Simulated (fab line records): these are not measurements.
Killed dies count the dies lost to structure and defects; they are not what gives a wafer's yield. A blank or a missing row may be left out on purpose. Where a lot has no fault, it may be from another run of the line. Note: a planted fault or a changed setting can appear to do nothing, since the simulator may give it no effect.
Struck lot and sound lot, side by side | flow n5 finfet | 14 steps out of a route of 1938
Sound: wafers L130.1, L130.3, L130.4. Struck: wafer L148.4 (left out: L148.3, L148.6 of the same lot, which were not struck); the cause appears at the end.
Order at every step that has rows: each side's tool, ch and its chambers, its first start. Under that, the readings that differ: sound wafers | struck wafers | difference of the means | sigmas: that difference in standard deviations of wafers without a fault.
alike: a reading whose means differ by less than 2 such deviations, as well as words and numbers matching on both sides. not compared: withheld readings; readings where some wafer has no value; bounds like >300 that might hide an equal value; numbers whose values overlap and for which the record gives no deviation.
Wherever a step has rows on one side only, a row that says differs or no value, or a row with sigmas, the two part there. Numbers that don't overlap but have no deviation are shown without sigmas and don't part them. A reading missing from all wafers of one side parts the sides only when that side holds two or more wafers.

first, 7 steps without rows for these wafers: N5_BEOL_M9_COAT_75 (time 60 s, resist thk 5 nm); N5_BEOL_M9_COAT_22 (resist thk 30 nm); N5_BEOL_M9_EBR_24; N5_BEOL_M9_SOFTBAKE_23 (time 60 s); N5_BEOL_M9_EXPOSE_25 (exposes mask V8); N5_BEOL_M9_PEB_26 (peb time 60 s); N5_BEOL_M9_DEVELOP_27 (develop time 30 s).
N5_BEOL_M9_CD_MEAS_28: target cd 70 nm.
  sound on cd sem-01 ch 0, day 11 12:12; struck on cd sem-02 ch 0, day 16 08:11
  alike: cd nm
N5_BEOL_M9_OVL_MEAS_29:
  sound on overlay-02 ch 0, day 11 12:14; struck on overlay-02 ch 0, day 16 08:13
  reading     | sound         | struck | difference | sigmas
  V8_OVL (nm) | -0.6 -1.0 0.2 | -2.4   | -1.9       | -3
N5_BEOL_M9_INSPECT_30: inspects for defects (brightfield).
  sound on defect inspect-01 at day 11 12:17; struck on defect inspect-01 at day 16 08:16
  alike: raw defect count
N5_BEOL_M9_DESCUM_33: chemistry O2, time 7 s.
  sound on rie diel-05 ch 0,1,2, day 11 12:41; struck on rie diel-05 ch 2, day 16 08:41
  alike: bias power w, drypump motor current A, o2 flow sccm, oes product au, rf vpp V, showerhead plenum p Torr, throttle valve pct
  not compared: rf hours counter h
N5_BEOL_M9_ETCH_76: etches underlayer in N2/H2, target depth 6.5 nm, time 5.2 s.
  sound on rie diel-05 ch 0,1,2, day 11 12:44; struck on rie diel-05 ch 2, day 16 08:44
  reading               | sound          | struck | difference | sigmas
  etch rf on time s (s) | 5.11 5.20 5.45 | 5.08   | -0.17      | -2
  alike: drypump motor current A, oes product au, rf vpp V, showerhead plenum p Torr, throttle valve pct
  not compared: rf hours counter h
N5_BEOL_M9_ETCH_65: etches SiARC in CF4, target depth 15.6 nm, time 26 s.
  sound on rie diel-05 ch 0,1,2, day 11 12:45; struck on rie diel-05 ch 2, day 16 08:44
  reading               | sound          | struck | difference | sigmas
  etch rf on time s (s) | 25.3 25.7 26.2 | 32.7   | +7.0       | +19
  alike: drypump motor current A, oes product au, rf vpp V, showerhead plenum p Torr, throttle valve pct
  not compared: rf hours counter h
N5_BEOL_M9_ETCH_66: etches SOC in N2/H2, target depth 80 nm, overetch 16 nm, time 120 s.
  sound on rie diel-05 ch 0,1,2, day 11 12:46; struck on rie diel-05 ch 2, day 16 08:46
  alike: drypump motor current A, oes product au, rf vpp V, showerhead plenum p Torr, throttle valve pct
  not compared: rf hours counter h

== WHERE THEY PART ==
First at N5_BEOL_M9_OVL_MEAS_29; last, within this record, at N5_BEOL_M9_ETCH_65. Later steps at which nothing parts them and some readings are alike: N5_BEOL_M9_ETCH_66.

WHY: what had been put in by the simulator
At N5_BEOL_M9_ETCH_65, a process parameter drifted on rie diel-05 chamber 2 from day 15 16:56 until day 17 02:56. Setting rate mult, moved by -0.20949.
